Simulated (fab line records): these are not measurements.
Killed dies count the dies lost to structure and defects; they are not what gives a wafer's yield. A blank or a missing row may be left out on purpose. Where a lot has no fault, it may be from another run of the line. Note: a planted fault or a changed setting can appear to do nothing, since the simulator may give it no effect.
A struck lot beside a sound one -- flow nand_harc -- 13 steps out of a route of 1302
Sound: the wafers L735.1, L735.4, L735.6. Struck: wafer L747.3 (L747.1, L747.6, from the same lot, were not struck and are left out); the cause is given at the end.
At each step with rows: each side's tool, then ch and its chambers, then its first start. Under that, the readings that differ: sound wafers -- struck wafers -- difference of the means -- sigmas: that difference in standard deviations of wafers without a fault.
alike: readings whose means differ by less than 2 such deviations, and words and numbers that are the same on both sides. not compared: withheld readings, readings that some wafer has no value for, bounds like >300 that may hide the same value, and numbers for which the record gives no deviation and whose values overlap.
Wherever a step has rows on one side only, a row that says differs or no value, or a row with sigmas, the two part there. Non-overlapping numbers with no deviation appear without sigmas and do not part them. Lack of a reading on every wafer of one side parts them only where that side has two or more wafers.

first, 5 steps without rows for these wafers: NHARC_A_STAIRCASE_EXPOSE_06 (exposes mask STAIR); NHARC_A_STAIRCASE_PEB_07 (peb time 130 s); NHARC_A_STAIRCASE_DEVELOP_08 (time 140 s); NHARC_A_STAIRCASE_HARDBAKE_10 (time 140 s); NHARC_A_STAIRCASE_DESCUM_11 (chemistry O2, time 3 s).
NHARC_A_STAIRCASE_TRIM_12: chemistry O2, time 211.2 s.
  sound on rie_diel-03 ch 0,1,2, day 17 10:08; struck on rie_diel-05 ch 1, day 22 19:28
  alike: drypump_motor_current_A, oes_product_au, rf_vpp_V, showerhead_plenum_p_Torr, throttle_valve_pct
  not compared: rf_hours_counter_h
then, 2 steps without rows for these wafers: NHARC_A_STAIRCASE_ETCH_13 (etches the open film in C4F8/O2, target depth 100 nm, time 40.5 s); NHARC_A_STAIRCASE_TRIM_14 (chemistry O2, time 211.2 s).
NHARC_A_STAIRCASE_ETCH_15: etches the open film in C4F8/O2, target depth 100 nm, time 40.5 s.
  sound on rie_diel-03 ch 1,2; struck on rie_diel-05 ch 2
  alike: oes_product_au, rf_fwd_power_W, rf_vpp_V
  not compared: rf_hours_counter_h
NHARC_A_STAIRCASE_TRIM_16: chemistry O2, time 211.2 s.
  sound on rie_diel-03 ch 1,2,3; struck on rie_diel-05 ch 2
  alike: drypump_motor_current_A, oes_product_au, rf_vpp_V, showerhead_plenum_p_Torr, throttle_valve_pct
  not compared: rf_hours_counter_h
NHARC_A_STAIRCASE_ETCH_17: etches the open film in C4F8/O2, target depth 100 nm, time 40.5 s.
  sound on rie_diel-03 ch 0,1; struck on rie_diel-05 ch 1
  alike: oes_product_au, rf_fwd_power_W, rf_vpp_V
  not compared: rf_hours_counter_h
NHARC_A_STAIRCASE_TRIM_18: chemistry O2, time 211.2 s.
  sound on rie_diel-03 ch 0,1,2, day 17 11:02; struck on rie_diel-05 ch 1, day 22 20:08
reading,sound,struck,difference,sigmas
oes_product_au (a.u.),1.005 1.013 1.003,1.194,+0.187,+21
  alike: drypump_motor_current_A, rf_vpp_V, showerhead_plenum_p_Torr, throttle_valve_pct
  not compared: rf_hours_counter_h
NHARC_A_STAIRCASE_ETCH_19: etches the open film in C4F8/O2, target depth 100 nm, time 40.5 s.
  sound on rie_diel-03 ch 1,2,3; struck on rie_diel-05 ch 1
  alike: oes_product_au, rf_fwd_power_W, rf_vpp_V
  not compared: rf_hours_counter_h

WHERE THEY PART
NHARC_A_STAIRCASE_TRIM_18 only, going by this record. Later steps at which nothing parts them and some readings are alike: NHARC_A_STAIRCASE_ETCH_19.

WHY: what had been put in by the simulator
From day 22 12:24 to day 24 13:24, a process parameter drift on rie_diel-05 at NHARC_A_STAIRCASE_TRIM_18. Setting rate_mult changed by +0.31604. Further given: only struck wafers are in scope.
